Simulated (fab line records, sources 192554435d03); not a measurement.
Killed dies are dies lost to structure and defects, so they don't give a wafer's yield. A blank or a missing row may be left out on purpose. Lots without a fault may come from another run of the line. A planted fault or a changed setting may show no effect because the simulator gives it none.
Chamber matching | flow n5_finfet | N5_BEOL_M3_ALD_98 on ald_sin-02: 4 sister chambers
The step deposits SiO2, target thk 2.5 nm, pulse time 1 s, co reactant pulse time 1 s. 7 wafers are shown with their chamber, then 7 later ones without.

WAFERS WITH THEIR CHAMBER
wafer  | chamber | heater_power_w (W) | heater_power_outer_w (W)
L576.1 | 0       | 74                 | 36
L575.6 | 1       | 69                 | 36
L579.2 | 3       | 77                 | 37
L579.5 | 3       | 75                 | 38
L579.6 | 2       | 80                 | 43
L581.2 | 1       | 70                 | 34
L581.3 | 2       | 81                 | 41

WAFERS WITHOUT THEIR CHAMBER
wafer  | heater_power_w (W) | heater_power_outer_w (W)
L581.6 | 69                 | 36
L590.1 | 73                 | 39
L590.2 | 69                 | 34
L590.5 | 67                 | 35
L591.3 | 78                 | 39
L591.4 | 74                 | 37
L591.5 | 74                 | 37

WHICH CHAMBER EACH WENT THROUGH
wafer  | from the rows above     | in truth
L581.6 | 1                       | 1
L590.1 | can't be placed: 0 or 3 | 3
L590.2 | 1                       | 1
L590.5 | 1                       | 1
L591.3 | can't be placed: 3 or 2 | 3
L591.4 | can't be placed: 0 or 3 | 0
L591.5 | can't be placed: 0 or 3 | 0
Placed correctly: 3 of 7. Can't be placed from these rows: 4 (the true chamber is among the candidates in 4). Placed wrongly: 0.
How it was worked out, from the rows above alone: a wafer's distance from a chamber is the root of the sum, over the readings, of the square of ((its reading less the chamber's mean) divided by the reading's scatter). The wafer belongs to the nearest chamber; if the next one is less than 2 further off, it can't be placed. A chamber's mean is the mean of its shown wafers. The scatter: the root of (the sum of the squares of (reading less its chamber's mean) over the shown wafers, divided by (wafers less chambers)).
